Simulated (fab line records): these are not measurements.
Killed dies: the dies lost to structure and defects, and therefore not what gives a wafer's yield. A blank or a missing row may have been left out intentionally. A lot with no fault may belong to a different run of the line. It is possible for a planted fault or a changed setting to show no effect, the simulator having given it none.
A lot that was struck, set against a sound lot | flow n5 finfet | 37 steps out of a route of 1938
Sound: the wafers L126.1, L126.2, L126.3. Struck: wafer L111.1 (left out: L111.2, L111.6 of the same lot, which were not struck); the cause appears at the end.
At each step with rows: each side's tool, then ch and its chambers, then its first start. Under that, the readings that differ: sound wafers | struck wafers | difference of the means | sigmas: that difference in standard deviations of wafers without a fault.
alike: readings with means less than 2 such deviations apart, plus words and numbers identical on both sides. not compared: withheld readings, readings lacking a value on some wafer, bounds such as >300 that could conceal the same value, and numbers that have no deviation in the record and whose values overlap.
Wherever a step has rows on one side only, a row that says differs or no value, or a row with sigmas, the two part there. Non-overlapping numbers with no deviation appear without sigmas and do not part them. Lack of a reading on every wafer of one side parts them only where that side has two or more wafers.

first, 9 steps without rows for these wafers: N5_BEOL_M6_DESCUM_33 (chemistry O2, time 7 s); N5_BEOL_M6_ETCH_72 (etches underlayer in N2/H2, target depth 6.5 nm, time 5.2 s); N5_BEOL_M6_ETCH_65 (etches SiARC in CF4, target depth 15.6 nm, time 26 s); N5_BEOL_M6_ETCH_66 (etches SOC in N2/H2, target depth 80 nm, overetch 16 nm, time 120 s); N5_BEOL_M6_STRIP_69 (strips in N2/H2); N5_BEOL_M6_STRIP_73 (strips in N2/H2); N5_BEOL_M6_VIA_ETCH_34 (etches SiCOH lowk in C4F6/O2, target depth 126.3 nm, time 50.9 s); N5_BEOL_M6_STRIP_76 (strips in C4F6/O2); N5_BEOL_M6_STRIP_36 (strips in N2/H2).
N5_BEOL_M6_TRENCH_ETCH_37: etches SiCOH lowk in C4F6/O2, target depth 94.435 nm, time 31.5 s.
  sound on rie diel-04 ch 0,1,2, day 17 03:27; struck on rie diel-04 ch 0, day 12 14:16
  reading                             | sound             | struck | difference | sigmas
  oes_f_703_au (a.u.)                 | 0.81 0.84 0.90    | 1.15   | +0.30      | +3
  oes_o_777_au (a.u.)                 | 0.80 0.84 0.90    | 1.11   | +0.26      | +3
  rf fwd power W (W)                  | 339.1 338.0 344.2 | 422.6  | +82.2      | +48
  rf vpp V (V)                        | 662 672 657       | 605    | -59        | -9
  model.etch.depth nm (nm)            | 93.56 96.09 96.44 | 104.9  | +9.5       |
  model.BEOL_M6.feature depth nm (nm) | 93.6 96 96.4      | 104.8  | +9.5       |
  alike: drypump motor current A, oes product au, showerhead plenum p Torr, throttle valve pct
  not compared: rf hours counter h
then, 2 steps without rows for these wafers: N5_BEOL_M6_ETCH_41 (etches SiCN in CH3F/O2, target depth 29.7 nm, time 52 s); N5_BEOL_M6_STRIP_80 (strips in N2/H2, time 10 s).
N5_BEOL_M6_OCD_MEAS_38:
  sound on ocd-02, day 17 03:36; struck on ocd-02, day 12 14:25
  reading              | sound          | struck | difference | sigmas
  trench depth nm (nm) | 93.5 95.7 96.8 | 105.2  | +9.9       | +6
then, 13 steps without rows for these wafers: N5_BEOL_M6_HM_STRIP_39 (strips TiN in peroxide tin strip, target depth 25 nm, time 158 s); N5_BEOL_M6_SRD_40 (time 30 s); N5_BEOL_M6_PRECLEAN_42 (cleans in residue remover, time 60 s); N5_BEOL_M6_SRD_43 (time 30 s); N5_BEOL_M6_CURE_75 (cures SiCOH lowk, time 120 s); N5_BEOL_M6_DEGAS_44 (time 60 s); N5_BEOL_M6_PRE_CLEAN_45 (time 30 s); N5_BEOL_M6_ALD_77 (deposits TaN, target thk 2 nm, pulse time 2 s, purge time 3 s); N5_BEOL_M6_SURFACE_TREAT_79; N5_BEOL_M6_CVD_78 (deposits Co from CCTBA/H2, target thk 2 nm, time 142.3 s); N5_BEOL_M6_SPUTTER_48 (material Cu, target thk 10 nm, time 1.667 s); N5_BEOL_M6_ECD_50 (material Cu, target thk 300 nm); N5_BEOL_M6_ANNEAL_51 (time 90 s).
N5_BEOL_M6_CMP_52: polishes, stops on SiCOH lowk, t overpolish 6.9 s, target thk 80 nm.
  sound on cmp-01 ch 1,2,3, day 17 06:26; struck on cmp-04 ch 0, day 12 16:19
  reading                                | sound    | struck | difference | sigmas
  model.Cu_of_BEOL_M6_ECD_50.thk nm (nm) | 79 81 81 | 91.2   | +10.9      |
  alike: barrier field endpoint s, clearing platen down force psi, motor current A, overpolish run s, time to endpoint s
N5_BEOL_M6_THK_MEAS_53: measures by xrf.
  sound on film metro-02, day 17 06:44; struck on film metro-01, day 12 16:32
  reading     | sound          | struck | difference | sigmas
  M6_THK (nm) | 77.1 79.8 79.0 | 90.4   | +11.8      | +6
then, 2 steps without rows for these wafers: N5_BEOL_M6_PRE_CLEAN_55 (time 15 s); N5_BEOL_M6_DEP_56 (deposits SiCN from 3MS/NH3, target thk 10 nm, time 17.5 s).
N5_BEOL_M6_RS_MEAS_57: the measuring method here is four-point-probe.
  sound on film metro-02, day 17 06:52; struck on film metro-02, day 12 16:40
  reading        | sound             | struck | difference | sigmas
  M6_RS (ohm/sq) | 0.289 0.281 0.282 | 0.245  | -0.039     | -5
then, 5 steps without rows for these wafers: N5_BEOL_M7_ILD_DEP_00 (deposits SiCOH lowk from DEMS/porogen, target thk 179.75 nm, time 33.4 s); N5_BEOL_M7_CURE_74 (cures SiCOH lowk, time 240 s); N5_BEOL_M7_PECVD_70 (deposits SiO2 from TEOS/O2, target thk 20 nm, time 22.7 s); N5_BEOL_M7_HM_DEP_02 (deposits TiN, target thk 20 nm); N5_BEOL_M7_COAT_59 (time 60 s, resist thk 100 nm).
-- the record jumps here: 3 days lie between the struck wafers' starts before and after (it left off in module BEOL_M7 and takes up again in module BEOL_M15, whose first step shown is number 1830 of the route) --
N5_BEOL_M15_RC_MEAS_101:
  sound on prober-01 ch 0, day 20 06:49; struck on prober-02 ch 0, day 15 07:59
  reading                    | sound             | struck | difference | sigmas
  SERP_M13 (ohm/um)          | 0.292 0.303 0.296 | 0.315  | +0.018     | +3
  SERP_M13_max_site (ohm/um) | 0.293 0.308 0.301 | 0.320  | +0.019     | +3
  SERP_M6 (ohm/um)           | 14.0 13.7 13.7    | 11.9   | -1.9       | -4
  SERP_M6_max_site (ohm/um)  | 14.5 14.0 14.4    | 12.7   | -1.6       | -3
  SERP_M8 (ohm/um)           | 13.4 13.1 13.3    | 14.5   | +1.2       | +2
  alike: COMB_M10, COMB_M11, COMB_M12, COMB_M13, COMB_M14, COMB_M15, COMB_M5, COMB_M6, COMB_M7, COMB_M8, COMB_M9, SERP_M10, SERP_M11, SERP_M11_max_site, SERP_M12, SERP_M14, SERP_M5, SERP_M7, SERP_M9

WHERE THEY PART
First at N5_BEOL_M6_TRENCH_ETCH_37; last, within this record, at N5_BEOL_M15_RC_MEAS_101.

WHY: whatever the simulator had introduced
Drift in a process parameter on rie diel-04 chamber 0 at N5_BEOL_M6_TRENCH_ETCH_37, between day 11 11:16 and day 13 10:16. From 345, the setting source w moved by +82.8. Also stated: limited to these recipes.
